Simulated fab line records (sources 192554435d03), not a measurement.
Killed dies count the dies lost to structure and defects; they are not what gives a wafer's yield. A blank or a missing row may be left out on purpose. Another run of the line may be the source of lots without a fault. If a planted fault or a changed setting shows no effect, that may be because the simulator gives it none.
fab line records -- flow n5Finfet
record lots=6, wafers=18, lastDay=17
route steps=1938 shown BEOL_M7@1305 PASSIVATION@1936
lots that met no fault: from a run of the same line without faults
startH: the number of hours between the record's first day and the start of the first shown wafer of the lot -- waitH: hours since the lot's step before -- " repeats the value in the row above -- L1.1+2: several wafers, shown together as one row -- - either no value or no given start -- * or withheld: withheld -- < > ~ a bound
route shown NAME@n: a module of which the file shows steps, and the number in the route of the first -- usual: the fault-free wafers' mean and standard deviation -- same: alike in all rows -- chamber/n: place in a boat -- sites: the reading at each site -- _std_site: the standard deviation of these -- _edge_site: inner sites' mean taken away from outer sites' mean -- radiusMm: how far each site lies from the wafer's centre -- mask NAME#n: copy n -- behind: tool/chamber where the wafer was last shaped -- hold: reason for holding the lot/hours on hold/outcome of the hold -- device: the transistor (n, p or np) that didn't switch -- end of line: the route-end tests of the same wafers -- a step with no rows: only its recipe -- killed: count of dies lost to structure and defects at first sort (not the wafer's yield) -- map: shows each die of a wafer: x if killed, . if not, _ if none is there
set.NAME: the setting the step ran with; set.NAME@STEP: the setting that earlier step ran with -- model.NAME: the simulator's own value behind a step, which no gauge read
lots at some steps of the route; a table a step, a row a wafer
services: when a tool's chamber went out of use (startH, in hours from the record's first day, below 0 if earlier), for how many hours, and the reason
## steps
# step N5_BEOL_M7_VIA_ETCH_34
# recipe chemistry=C4F6/O2, target=SiCOH_lowk, targetDepthA=1255, maskMaterial=SOC, taperDeg=4, timeS=50.5, ionEnergyEv=250, pressureMtorr=30, sourceW=345, biasW=185, Ar_flow_sccm=300, C4F6_flow_sccm=10, O2_flow_sccm=10
# usual biasW=185.0/0.53, drypumpMotorCurrentA=5.8/0.54, oesProductAu=0.80/0.1, rfVppV=673/8, showerheadPlenumPTorr=2.89/0.082, throttleValvePct=21.02/0.24
lot.wafer,tool,chamber,startH,waitH,biasW,drypumpMotorCurrentA,oesProductAu,rfHoursCounterH,rfVppV,showerheadPlenumPTorr,throttleValvePct
L613.1,rieDiel-03,2,212.18,0.0,185.2,5.9,0.96,13,667,2.94,21.06
L613.2,rieDiel-03,0,212.18,0.0,184.7,6.0,0.94,23,664,2.80,21.02
L613.4,rieDiel-03,3,212.18,0.0,184.4,4.8,0.72,184,682,3.00,21.22
L614.4,rieDiel-02,1,232.43,0.0,185.7,6.3,0.80,-,672,2.88,20.52
L614.5,rieDiel-02,3,232.43,0.0,184.9,6.2,0.68,-,670,2.92,20.86
L614.6,rieDiel-02,0,232.43,0.0,185.3,5.2,0.69,-,673,2.92,20.89
L619.1,rieDiel-03,1,266.57,0.0,184.7,5.3,0.73,206,668,2.83,21.34
L619.2,rieDiel-03,0,266.57,0.0,184.4,6.0,0.91,40,664,2.79,21.04
L619.4,rieDiel-03,2,266.57,0.0,184.7,6.0,0.94,30,668,2.94,21.09
L620.3,rieDiel-03,0,268.60,0.0,184.3,5.9,0.90,41,664,2.79,21.03
L620.4,rieDiel-03,3,268.60,0.0,184.8,4.8,0.71,201,683,2.99,21.24
L620.6,rieDiel-03,2,268.60,0.0,183.6,6.0,0.92,-,667,2.94,21.08
L628.1,rieDiel-03,1,311.43,0.0,184.6,5.4,0.71,217,668,2.82,21.34
L628.4,rieDiel-03,2,311.43,0.0,186.0,6.0,0.90,44,669,2.93,21.12
L628.6,rieDiel-03,1,311.43,0.0,184.9,5.4,0.72,-,668,2.82,21.37
L630.1,rieDiel-03,0,328.45,0.0,185.5,5.9,0.87,57,663,2.78,21.04
L630.3,rieDiel-03,1,328.45,0.0,185.5,5.3,0.71,221,670,2.82,21.37
L630.6,rieDiel-03,1,328.45,0.0,185.4,5.4,0.72,-,670,2.82,21.39
# step N5_BEOL_M7_STRIP_76
# recipe chemistry=C4F6/O2, resist=SiARC, rfFrequencyHz=6e+07
# step N5_BEOL_M7_STRIP_36
# recipe chemistry=N2/H2, powerW=450, tempC=40, pressureMtorr=20, rfFrequencyHz=6e+07, overashFraction=0.3, biasPowerW=7, h2Frac=0.5, n2FlowSccm=200, h2FlowSccm=200
# usual drypumpMotorCurrentA=5.8/0.54, oesProductAu=0.80/0.1, rfVppV=59.4/1.4, showerheadPlenumPTorr=2.56/0.069, throttleValvePct=23.68/0.23
# same overashFraction=0.3
lot.wafer,tool,chamber,startH,waitH,drypumpMotorCurrentA,oesProductAu,rfHoursCounterH,rfVppV,showerheadPlenumPTorr,throttleValvePct
L613.1,rieDiel-03,2,212.23,0.0,6.0,0.97,13,60.6,2.60,23.83
L613.2,rieDiel-03,0,212.23,0.0,5.9,0.94,23,60.3,2.49,23.58
L613.4,rieDiel-03,3,212.23,0.0,4.9,0.72,184,59.0,2.63,23.78
L614.4,rieDiel-02,1,232.48,0.0,6.3,0.83,-,59.9,2.59,23.50
L614.5,rieDiel-02,3,232.48,0.0,6.2,0.66,-,60.1,2.63,23.81
L614.6,rieDiel-02,0,232.48,0.0,5.2,0.68,-,59.9,2.59,23.20
L619.1,rieDiel-03,1,266.62,0.0,5.3,0.72,206,57.7,2.49,23.91
L619.2,rieDiel-03,0,266.62,0.0,5.9,0.89,40,57.8,2.49,23.58
L619.4,rieDiel-03,2,266.62,0.0,6.0,0.92,30,61.4,2.60,23.83
L620.3,rieDiel-03,0,268.65,0.0,6.0,0.92,41,59.1,2.49,23.58
L620.4,rieDiel-03,3,268.65,0.0,4.8,0.73,202,59.7,2.63,23.81
L620.6,rieDiel-03,2,268.65,0.0,6.0,0.94,-,59.9,2.60,23.84
L628.1,rieDiel-03,1,311.49,0.0,5.4,0.70,217,58.6,2.49,23.92
L628.4,rieDiel-03,2,311.49,0.0,6.0,0.91,44,61.2,2.59,23.85
L628.6,rieDiel-03,1,311.49,0.0,5.3,0.70,-,57.9,2.49,23.91
L630.1,rieDiel-03,0,328.51,0.0,5.9,0.88,57,58.8,2.48,23.60
L630.3,rieDiel-03,1,328.51,0.0,5.3,0.71,221,61.2,2.49,23.90
L630.6,rieDiel-03,1,328.51,0.0,5.3,0.71,-,58.8,2.49,23.96
# step N5_BEOL_M7_TRENCH_ETCH_37
# recipe chemistry=C4F6/O2, targetDepthA=934.78, target=SiCOH_lowk, timeS=31.2, ionEnergyEv=250, pressureMtorr=30, sourceW=345, biasW=185, Ar_flow_sccm=300, C4F6_flow_sccm=10, O2_flow_sccm=10
# usual biasW=185.0/0.52, drypumpMotorCurrentA=5.8/0.54, oesProductAu=0.80/0.1, rfVppV=673/7.9, showerheadPlenumPTorr=2.89/0.082, throttleValvePct=21.05/0.24
lot.wafer,tool,chamber,startH,waitH,biasW,drypumpMotorCurrentA,oesProductAu,rfHoursCounterH,rfVppV,showerheadPlenumPTorr,throttleValvePct
L613.1,rieDiel-03,2,-,-,184.4,6.0,0.96,13,668,2.94,21.10
L613.2,rieDiel-03,0,-,-,185.8,5.9,0.94,23,665,2.80,21.02
L613.4,rieDiel-03,3,-,-,184.6,4.9,0.73,184,683,3.00,21.25
L614.4,rieDiel-02,1,-,-,185.3,6.3,0.79,-,674,2.88,20.55
L614.5,rieDiel-02,3,-,-,185.8,6.2,0.67,-,670,2.92,20.90
L614.6,rieDiel-02,0,-,-,184.9,5.2,0.69,-,673,2.92,20.92
L619.1,rieDiel-03,1,-,-,184.6,5.4,0.72,206,669,2.83,21.37
L619.2,rieDiel-03,0,-,-,184.8,5.9,0.90,40,664,2.79,21.06
L619.4,rieDiel-03,2,-,-,186.3,6.0,0.93,30,667,2.94,21.13
L620.3,rieDiel-03,0,-,-,183.3,5.9,0.91,41,663,2.79,21.07
L620.4,rieDiel-03,3,-,-,184.8,4.8,0.71,202,683,2.99,21.28
L620.6,rieDiel-03,2,-,-,185.5,6.0,0.93,-,668,2.94,21.15
L628.1,rieDiel-03,1,-,-,185.1,5.4,0.72,217,669,2.82,21.41
L628.4,rieDiel-03,2,-,-,184.4,6.0,0.89,44,666,2.93,21.14
L628.6,rieDiel-03,1,-,-,184.4,5.4,0.72,-,670,2.82,21.38
L630.1,rieDiel-03,0,-,-,185.1,5.9,0.87,57,662,2.78,21.09
L630.3,rieDiel-03,1,-,-,185.1,5.4,0.72,221,669,2.82,21.38
L630.6,rieDiel-03,1,-,-,184.9,5.4,0.72,-,668,2.82,21.38
# step N5_BEOL_M7_ETCH_41
# recipe chemistry=CH3F/O2, target=SiCN, targetDepthA=319, taperDeg=2, timeS=57.8, ionEnergyEv=120, maskMaterial=TiN, pressureMtorr=30, sourceW=395, biasW=75, Ar_flow_sccm=150, CH3F_flow_sccm=30, O2_flow_sccm=20
# usual biasW=75.01/0.25, drypumpMotorCurrentA=5.8/0.54, oesProductAu=0.80/0.1, rfVppV=297.6/1.4, showerheadPlenumPTorr=2.03/0.059, throttleValvePct=16.39/0.24
lot.wafer,tool,chamber,startH,waitH,biasW,drypumpMotorCurrentA,oesProductAu,rfHoursCounterH,rfVppV,showerheadPlenumPTorr,throttleValvePct
L613.1,rieDiel-03,2,-,-,74.90,6.0,0.96,13,297.2,2.07,16.33
L613.2,rieDiel-03,0,-,-,74.93,5.9,0.93,23,297.7,1.96,16.36
L613.4,rieDiel-03,3,-,-,74.91,4.8,0.73,184,298.0,2.11,16.57
L614.4,rieDiel-02,1,-,-,75.00,6.3,0.79,-,296.9,2.02,15.95
L614.5,rieDiel-02,3,-,-,74.94,6.2,0.67,-,296.6,2.05,16.37
L614.6,rieDiel-02,0,-,-,74.75,5.2,0.68,-,297.1,2.05,16.42
L619.1,rieDiel-03,1,-,-,74.85,5.4,0.73,206,297.0,1.99,16.74
L619.2,rieDiel-03,0,-,-,75.18,6.0,0.91,40,296.2,1.96,16.40
L619.4,rieDiel-03,2,-,-,75.19,6.0,0.93,30,298.6,2.06,16.36
L620.3,rieDiel-03,0,-,-,74.91,5.9,0.90,41,297.0,1.96,16.41
L620.4,rieDiel-03,3,-,-,74.83,4.8,0.71,202,297.4,2.10,16.59
L620.6,rieDiel-03,2,-,-,75.09,6.0,0.93,-,299.4,2.06,16.36
L628.1,rieDiel-03,1,-,-,75.12,5.3,0.72,217,296.1,1.98,16.79
L628.4,rieDiel-03,2,-,-,74.78,6.0,0.89,44,299.1,2.05,16.39
L628.6,rieDiel-03,1,-,-,75.44,5.3,0.72,-,296.7,1.98,16.77
L630.1,rieDiel-03,0,-,-,75.12,5.9,0.88,57,296.0,1.95,16.44
L630.3,rieDiel-03,1,-,-,74.87,5.3,0.72,221,295.1,1.98,16.77
L630.6,rieDiel-03,1,-,-,75.52,5.3,0.71,-,297.8,1.98,16.77
# step N5_BEOL_M7_STRIP_80
# recipe chemistry=N2/H2, timeS=10, powerW=450, tempC=40, pressureMtorr=20, rfFrequencyHz=6e+07, biasPowerW=7, n2FlowSccm=200, h2FlowSccm=200
# usual drypumpMotorCurrentA=5.8/0.54, oesProductAu=0.80/0.1, rfVppV=59.2/0.88, showerheadPlenumPTorr=2.56/0.069, throttleValvePct=23.68/0.23
lot.wafer,tool,chamber,startH,waitH,drypumpMotorCurrentA,oesProductAu,rfHoursCounterH,rfVppV,showerheadPlenumPTorr,throttleValvePct
L613.1,rieDiel-03,2,-,-,6.0,0.98,13,59.3,2.60,23.82
L613.2,rieDiel-03,0,-,-,5.9,0.93,23,58.8,2.50,23.57
L613.4,rieDiel-03,3,-,-,4.8,0.72,184,59.3,2.63,23.77
L614.4,rieDiel-02,1,-,-,6.3,0.82,-,59.2,2.59,23.53
L614.5,rieDiel-02,3,-,-,6.3,0.66,-,60.2,2.63,23.81
L614.6,rieDiel-02,0,-,-,5.2,0.68,-,60.4,2.59,23.18
L619.1,rieDiel-03,1,-,-,5.4,0.71,206,59.4,2.49,23.90
L619.2,rieDiel-03,0,-,-,6.0,0.90,40,59.2,2.49,23.58
L619.4,rieDiel-03,2,-,-,5.9,0.93,30,57.7,2.60,23.83
L620.3,rieDiel-03,0,-,-,5.9,0.90,41,59.8,2.49,23.61
L620.4,rieDiel-03,3,-,-,4.9,0.71,202,59.4,2.63,23.80
L620.6,rieDiel-03,2,-,-,6.0,0.93,-,58.4,2.60,23.85
L628.1,rieDiel-03,1,-,-,5.3,0.71,217,58.2,2.49,23.93
L628.4,rieDiel-03,2,-,-,6.0,0.90,44,59.0,2.59,23.86
L628.6,rieDiel-03,1,-,-,5.3,0.71,-,58.9,2.49,23.93
L630.1,rieDiel-03,0,-,-,5.9,0.87,57,58.2,2.48,23.62
L630.3,rieDiel-03,1,-,-,5.3,0.70,221,59.7,2.49,23.93
L630.6,rieDiel-03,1,-,-,5.3,0.71,-,58.0,2.49,23.94
# step N5_BEOL_M7_OCD_MEAS_38
# usual trenchDepthNm=93.6/2.3
lot.wafer,tool,chamber,startH,waitH,trenchDepthNm
L613.1,ocd-01,-,212.43,-,93.6
L613.2,ocd-01,-,212.43,-,96.0
L613.4,ocd-01,-,212.43,-,92.0
L614.4,ocd-02,-,232.66,-,92.7
L614.5,ocd-02,-,232.66,-,91.3
L614.6,ocd-02,-,232.66,-,90.3
L619.1,ocd-01,-,266.82,-,95.9
L619.2,ocd-01,-,266.82,-,95.2
L619.4,ocd-01,-,266.82,-,93.7
L620.3,ocd-02,-,268.85,-,95.8
L620.4,ocd-02,-,268.85,-,92.2
L620.6,ocd-02,-,268.85,-,94.8
L628.1,ocd-02,-,311.68,-,96.5
L628.4,ocd-02,-,311.68,-,93.2
L628.6,ocd-02,-,311.68,-,96.9
L630.1,ocd-02,-,328.70,-,94.4
L630.3,ocd-02,-,328.70,-,96.5
L630.6,ocd-02,-,328.70,-,96.6
# step N5_BEOL_M7_HM_STRIP_39
# recipe chemistry=peroxideTinStrip, material=TiN, targetDepthA=250, tempC=50, timeS=158
# step N5_BEOL_M7_SRD_40
# recipe timeS=30, tempC=23, rinseLiquid=diw, dry=ipaMarangoni
# step N5_BEOL_M7_PRECLEAN_42
# recipe chemistry=residueRemover, timeS=60, tempC=40
# step N5_BEOL_M7_SRD_43
# recipe timeS=30, tempC=23, rinseLiquid=diw, dry=ipaMarangoni
# step N5_BEOL_M7_CD_MEAS_35
# recipe targetCdNm=40, polarity=opening
# usual cdNm=39.8/0.74
lot.wafer,tool,chamber,startH,waitH,cdNm
L613.1,cdSem-03,-,212.58,0.0,40.3
L613.2,cdSem-03,-,212.58,0.0,39.9
L613.4,cdSem-03,-,212.58,0.0,39.9
L614.4,cdSem-02,-,232.81,0.0,39.7
L614.5,cdSem-02,-,232.81,0.0,38.5
L614.6,cdSem-02,-,232.81,0.0,38.6
L619.1,cdSem-03,-,266.97,0.0,39.7
L619.2,cdSem-03,-,266.97,0.0,40.3
L619.4,cdSem-03,-,266.97,0.0,40.2
L620.3,cdSem-01,-,269.00,0.0,39.8
L620.4,cdSem-01,-,269.00,0.0,40.1
L620.6,cdSem-01,-,269.00,0.0,39.0
L628.1,cdSem-02,-,311.84,0.0,39.8
L628.4,cdSem-02,-,311.84,0.0,39.1
L628.6,cdSem-02,-,311.84,0.0,39.9
L630.1,cdSem-01,-,328.86,0.0,38.7
L630.3,cdSem-01,-,328.86,0.0,40.7
L630.6,cdSem-01,-,328.86,0.0,40.4
# step N5_BEOL_M7_CURE_75
# recipe tempC=370, timeS=120, ambient=DMADMS/He, material=SiCOH_lowk
# usual lampPowerPct=52.31/0.054, runLengthS=177.7/0.47, wafer_temp_C_max=371.6/0.78
lot.wafer,tool,chamber,startH,waitH,lampPowerPct,runLengthS,wafer_temp_C_max
L613.1,uvCure-03,2,212.63,0.0,52.36,178.4,371.4
L613.2,uvCure-03,2,212.63,0.0,52.35,177.7,371.0
L613.4,uvCure-03,2,212.63,0.0,52.36,177.5,371.0
L614.4,uvCure-02,1,233.00,0.2,52.27,178.4,372.5
L614.5,uvCure-02,1,233.00,0.2,52.40,177.6,372.7
L614.6,uvCure-02,1,233.00,0.2,52.33,178.1,373.4
L619.1,uvCure-02,2,267.27,0.3,-,-,-
L619.2,uvCure-02,2,267.27,0.3,-,-,-
L619.4,uvCure-02,2,267.27,0.3,-,-,-
L620.3,uvCure-02,0,269.33,0.3,-,-,-
L620.4,uvCure-02,0,269.33,0.3,-,-,-
L620.6,uvCure-02,0,269.33,0.3,-,-,-
L628.1,uvCure-03,2,311.88,0.0,52.34,177.9,371.2
L628.4,uvCure-03,2,311.88,0.0,52.23,177.5,371.3
L628.6,uvCure-03,2,311.88,0.0,52.25,177.7,371.1
L630.1,uvCure-01,2,328.90,0.0,52.24,177.4,372.0
L630.3,uvCure-01,2,328.90,0.0,52.27,177.4,372.2
L630.6,uvCure-01,2,328.90,0.0,52.37,177.7,372.0
# step N5_BEOL_M7_DEGAS_44
# recipe ambient=vacuum, tempC=250, timeS=60
# step N5_PASSIVATION_PROBE_49
# usual defectLimitedYield=91.1/1.4, killed_at_M0_to_M3=34/9.7, killed_at_M4_up=13/5.1, killedAtContacts=14/6.3, killedAtFrontEnd=40/11, killedAtOther=3.5/2.7, killedDies=105/16, killedOpen=70/12, killedShort=34/7.8, sort_bin_5_function=5.2/0.88, sort_bin_6_memory=3.3/0.7, sortNPass=1074/17, sortYieldPct=91.0/1.5
# same grossDies=1180, killedAtBackSide=0, sort_bin_4_leakage[%]=0, sort_bin_8_speed[%]=0
lot.wafer,tool,chamber,startH,waitH,defectLimitedYield[%],killed_at_M0_to_M3,killed_at_M4_up,killedAtContacts,killedAtFrontEnd,killedAtOther,killedDies,killedOpen,killedShort,sort_bin_5_function[%],sort_bin_6_memory[%],sortNPass,sortYieldPct[%]
L613.1,prober-01,-,291.78,0.0,90.3,46,6,24,34,4,114,75,39,5.7,3.6,1066,90.3
L613.2,prober-01,-,291.83,0.1,91.3,41,14,23,25,0,103,72,30,5.6,2.9,1077,91.3
L613.4,prober-01,-,291.93,0.2,92.5,36,14,18,20,0,88,56,30,4.8,2.4,1092,92.5
L620.3,prober-01,-,339.42,0.1,91.1,21,28,13,41,2,105,78,26,5.4,3.5,1075,91.1
L620.4,prober-01,-,339.47,0.2,93.6,22,9,15,23,7,76,54,22,3.8,2.3,1104,93.6
L620.6,prober-01,-,339.57,0.3,92.6,24,16,8,31,8,87,60,27,4.5,2.3,1093,92.6
L619.1,prober-01,-,355.45,0.0,90.6,23,7,10,64,7,111,69,41,5.4,3.6,1069,90.6
L619.2,prober-01,-,355.50,0.1,89.7,32,36,6,37,11,122,76,45,6.7,3.4,1058,89.7
L619.4,prober-01,-,355.60,0.2,89.3,22,22,14,65,3,126,84,42,5.7,4.5,1054,89.3
L630.1,prober-01,-,403.08,0.0,89.9,48,13,5,47,6,119,78,40,5.4,4.3,1061,89.9
L630.3,prober-01,-,403.18,0.1,90.1,43,24,17,31,2,117,87,30,6.3,3.6,1063,90.1
L630.6,prober-01,-,403.33,0.3,92.5,31,14,14,27,2,88,62,24,4.5,2.9,1092,92.5
# killed by level:class
L613.1 MOL_CONTACT_COAG:geometricParticle:open=21 BEOL_M0_SAQP:geometricParticle:open=19 BEOL_M0_SAQP:geometricParticle:short=15 BEOL_M2:geometricParticle:open=7 DUMMY_GATE:geometricParticle:open=5 BEOL_M4:geometricParticle:open=5 STARTING-WAFER:geometricParticle:short=5 FIN_SAQP:geometricParticle:open=4
L613.2 MOL_CONTACT_COAG:geometricParticle:open=17 BEOL_M0_SAQP:geometricParticle:open=16 BEOL_M2:geometricParticle:open=9 BEOL_M0_SAQP:geometricParticle:short=7 MOL_CONTACT_COAG:geometricParticle:short=6 BEOL_M4:geometricParticle:open=6 FIN_SAQP:geometricParticle:short=5 BEOL_M3:geometricParticle:open=5
L613.4 MOL_CONTACT_COAG:geometricParticle:open=15 BEOL_M0_SAQP:geometricParticle:short=11 BEOL_M0_SAQP:geometricParticle:open=8 BEOL_M4:geometricParticle:open=6 DUMMY_GATE:geometricParticle:open=5 BEOL_M1:geometricParticle:open=5 FIN_SAQP:geometricParticle:short=4 FIN_SAQP:geometricParticle:open=4
L620.3 STI_FIN_REVEAL:geometricParticle:open=14 FIN_SAQP:geometricParticle:open=11 MOL_CONTACT_COAG:geometricParticle:open=10 BEOL_M1:geometricParticle:open=8 BEOL_M4:geometricParticle:open=7 BEOL_M5:geometricParticle:open=5 BEOL_M3:geometricParticle:open=4 BEOL_M7:geometricParticle:open=4
L620.4 MOL_CONTACT_COAG:geometricParticle:open=12 FIN_SAQP:geometricParticle:open=8 BEOL_M0_SAQP:geometricParticle:short=6 FIN_SAQP:geometricParticle:short=5 DUMMY_GATE:geometricParticle:open=4 BEOL_M0_SAQP:geometricParticle:open=4 BEOL_M1:geometricParticle:open=4 BEOL_M2:geometricParticle:open=4
L620.6 STI_FIN_REVEAL:geometricParticle:open=8 MOL_CONTACT_COAG:geometricParticle:open=7 GATE_CUT:geometricParticle:open=6 BEOL_M0_SAQP:geometricParticle:short=6 BEOL_M0_SAQP:geometricParticle:open=5 BEOL_M5:geometricParticle:open=5 FIN_SAQP:geometricParticle:open=4 BEOL_M3:geometricParticle:open=4
L619.1 FIN_SAQP:geometricParticle:open=17 FIN_SAQP:geometricParticle:short=14 STI_FIN_REVEAL:geometricParticle:open=12 MOL_CONTACT_COAG:geometricParticle:open=10 GATE_CUT:geometricParticle:short=7 GATE_CUT:geometricParticle:open=6 BEOL_M2:geometricParticle:open=5 BEOL_M3:geometricParticle:short=5
L619.2 BEOL_M4:geometricParticle:open=17 BEOL_M4:geometricParticle:short=10 STI_FIN_REVEAL:geometricParticle:open=9 BEOL_M1:geometricParticle:open=7 BEOL_M3:geometricParticle:open=7 GATE_CUT:geometricParticle:short=6 MOL_CONTACT_COAG:geometricParticle:open=5 BEOL_M0_SAQP:geometricParticle:open=5
L619.4 STI_FIN_REVEAL:geometricParticle:open=27 MOL_CONTACT_COAG:geometricParticle:open=12 FIN_SAQP:geometricParticle:short=8 BEOL_M4:geometricParticle:open=8 BEOL_M3:geometricParticle:open=7 GATE_CUT:geometricParticle:short=6 FIN_SAQP:geometricParticle:open=5 STI_FIN_REVEAL:geometricParticle:short=4
L630.1 BEOL_M3:geometricParticle:open=17 FIN_SAQP:geometricParticle:open=15 FIN_SAQP:geometricParticle:short=11 BEOL_M1:geometricParticle:short=8 BEOL_M1:geometricParticle:open=7 DUMMY_GATE:geometricParticle:open=6 BEOL_M2:geometricParticle:open=5 BEOL_M3:geometricParticle:short=4
L630.3 BEOL_M1:geometricParticle:open=19 MOL_CONTACT_COAG:geometricParticle:open=14 BEOL_M2:geometricParticle:open=12 BEOL_M4:geometricParticle:open=10 BEOL_M4:geometricParticle:short=8 FIN_SAQP:geometricParticle:open=7 BEOL_M3:geometricParticle:open=5 STI_FIN_REVEAL:geometricParticle:open=5
L630.6 MOL_CONTACT_COAG:geometricParticle:open=12 BEOL_M1:geometricParticle:open=8 BEOL_M4:geometricParticle:open=8 FIN_SAQP:geometricParticle:short=7 BEOL_M2:geometricParticle:open=6 BEOL_M3:geometricParticle:open=5 FIN_SAQP:geometricParticle:open=4 GATE_CUT:geometricParticle:short=4
## services
tool,chamber,startH,hours,kind
rieDiel-02,2,214.60,-,clean
rieDiel-02,2,214.60,-,consumableReplace:focusRing
rieDiel-02,2,214.60,-,consumableReplace:showerhead
rieDiel-02,2,214.60,22.7,scheduledDown
rieDiel-02,2,214.60,22.7,ventCycle
uvCure-01,-,216.86,22.2,pm
uvCure-03,-,224.65,0.2,repair
uvCure-02,-,230.55,2.1,pm
rieDiel-02,0,254.63,-,clean
rieDiel-02,0,254.63,-,consumableReplace:focusRing
rieDiel-02,0,254.63,32.4,scheduledDown
rieDiel-02,0,254.63,32.4,ventCycle
uvCure-01,-,258.43,9.2,repair
rieDiel-02,3,287.04,-,clean
rieDiel-02,3,287.04,-,consumableReplace:focusRing
rieDiel-02,3,287.04,29.0,scheduledDown
rieDiel-02,3,287.04,29.0,ventCycle
rieDiel-03,1,298.81,7.3,repair
uvCure-01,-,301.40,2.1,pm
uvCure-01,-,320.21,6.0,pm
rieDiel-02,1,322.00,2.0,repair
## key
firstSign step=N5_BEOL_M7_CURE_75, reading=toolRecord, direction=missing
effect none on later readings
metAt N5_BEOL_M7_CURE_75
struckWafers L619.1,L619.2,L619.4,L620.3,L620.4,L620.6
onsetBetween 233.00 267.27
fault kind=skippedStepWhole, tool=uvCure-02, chamber=-, onsetH=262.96, steps=N5_BEOL_M7_CURE_75, scope=struckLotsOnly
